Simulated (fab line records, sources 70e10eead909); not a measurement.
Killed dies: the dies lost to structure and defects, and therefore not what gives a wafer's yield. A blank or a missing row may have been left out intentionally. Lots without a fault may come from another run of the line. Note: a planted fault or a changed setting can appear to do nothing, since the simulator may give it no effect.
Tool commonality check	flow nand harc	3 lots and 9 wafers in the sample

== REASON FOR OPENING ==
At NHARC_END_SORT_01 the reading killed at periphery is flagged on 2 of 3 lots. Wafers without a fault read 4, standard deviation 3.1.
Rule: a lot is flagged in two cases, either no wafer of it has a number, or all its wafers with numbers fall more than 4 standard deviations from that mean. All remaining lots are regarded as sound.

lot	measured	on	killed at periphery, wafer by wafer	flag
L401	day 28 16:02	prober-01	10 11 7	
L410	day 31 09:43	prober-02	593 616 612	FLAGGED
L409	day 31 23:22	prober-01	605 604 596	FLAGGED
Flagged lots average 604: +600 relative to the usual, that is +99 or more standard deviations.

== WHICH TOOL RAN EACH LOT ==
2 process steps preceding the reading are held in the record, out of 1302 steps in the route. Read each cell as the tool, then ch plus the chambers that the sampled wafers visited, then the start.
lot	flag	NHARC_P_ZERO_WELL_STRIP_56	NHARC_P_STI_ETCH_31
L401		wet bench-03 ch 0,1,5, day 5 10:37	rie diel-01 ch 0,2,3, day 28 16:02 or earlier
L410	FLAGGED	wet bench-03 ch 0,6,7, day 9 04:37	no row
L409	FLAGGED	wet bench-03 ch 0,3,7, day 8 18:23	no row
What the steps here do:
- NHARC_P_ZERO_WELL_STRIP_56: strips in SPM, time 840 s.
- NHARC_P_STI_ETCH_31: etches the open film in CF4/CHF3, target depth 108.9 nm, time 54.5 s.
- NHARC_END_SORT_01

== FLAGGED OVER TOTAL, TOOL BY TOOL (the gauges that took the reading come last) ==
step	tool	lots run	flagged	share of the flagged lots	sound lots run after its first flagged lot
NHARC_P_ZERO_WELL_STRIP_56	wet bench-03	3	2	all	0
NHARC_P_STI_ETCH_31	rie diel-01	1	0	none	-
NHARC_END_SORT_01	prober-01	2	1	some	0
NHARC_END_SORT_01	prober-02	1	1	some	0
Because NHARC_P_STI_ETCH_31 lacks a start for some lots, the hours and order of its lots are taken from NHARC_END_SORT_01.

== THE TABLE: WHAT IT ALLOWS ==
Rows of the table that ran each flagged lot: 1, that is wet bench-03 at NHARC_P_ZERO_WELL_STRIP_56.
- wet bench-03 at NHARC_P_ZERO_WELL_STRIP_56 ran 3 lots, 2 of them flagged. Its last sound lot is L401 (day 5 10:37), its first flagged lot L409 (day 8 18:23): a fault that began between those two fits. On the flagged lots its readings are blank where sound lots have values: bath guard temp C, bath heat duty pct.
What remains is a single tool, wet bench-03 at NHARC_P_ZERO_WELL_STRIP_56.

== WHAT HAD BEEN PUT IN BY THE SIMULATOR ==
At NHARC_P_ZERO_WELL_STRIP_56, the step was skipped entirely on wet bench-03 from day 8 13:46 on. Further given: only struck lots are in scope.
Shown lots that were struck: L410, L409. The same result came from the rule above.
